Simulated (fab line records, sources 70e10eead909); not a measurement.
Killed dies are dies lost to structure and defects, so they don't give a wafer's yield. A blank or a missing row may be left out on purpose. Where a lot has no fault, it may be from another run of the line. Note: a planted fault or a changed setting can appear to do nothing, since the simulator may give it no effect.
Matching of chambers :: flow nand harc :: 3 sister chambers for NHARC_A_STAIRCASE_DEP_151 on pecvd-02
The step deposits SiO2, target thk 7200 nm. 6 wafers are shown with their chamber, then 8 later ones without.

WAFERS PAIRED WITH THEIR CHAMBERS
wafer: L080.4
chamber: 1
heater power w (W): 595

wafer: L082.1
chamber: 2
heater power w (W): 747

wafer: L085.2
chamber: 1
heater power w (W): 671

wafer: L085.3
chamber: 0
heater power w (W): 765

wafer: L085.6
chamber: 0
heater power w (W): 762

wafer: L087.2
chamber: 2
heater power w (W): 761

WAFERS WITH NO CHAMBER GIVEN
wafer: L087.4
heater power w (W): 650

wafer: L087.5
heater power w (W): 755

wafer: L088.1
heater power w (W): 653

wafer: L088.4
heater power w (W): 648

wafer: L088.5
heater power w (W): 754

wafer: L090.1
heater power w (W): 628

wafer: L090.5
heater power w (W): 590

wafer: L090.6
heater power w (W): 763

CHAMBER TAKEN BY EACH
wafer: L087.4
from the rows above: 1
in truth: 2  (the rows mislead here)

wafer: L087.5
from the rows above: can't be placed: 2 or 0
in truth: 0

wafer: L088.1
from the rows above: 1
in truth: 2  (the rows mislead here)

wafer: L088.4
from the rows above: 1
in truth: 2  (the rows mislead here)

wafer: L088.5
from the rows above: can't be placed: 2 or 0
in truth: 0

wafer: L090.1
from the rows above: 1
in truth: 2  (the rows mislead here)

wafer: L090.5
from the rows above: 1
in truth: 1

wafer: L090.6
from the rows above: can't be placed: 0 or 2
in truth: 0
Correctly placed: 1 of 8. Not placeable from these rows: 3 (in 3, the candidates include the true chamber). 4 placed wrongly.
How it was worked out, from the rows above alone: a wafer's distance from a chamber is the root of the sum, over the readings, of the square of ((its reading less the chamber's mean) divided by the reading's scatter). If the next closest chamber is less than 2 further off than the closest, the wafer can't be placed; otherwise it belongs to the closest. The mean given for a chamber averages the wafers shown for that chamber. The scatter is the square root of a quotient: the sum, over the shown wafers, of each reading's squared deviation from its chamber's mean, divided by wafers minus chambers.
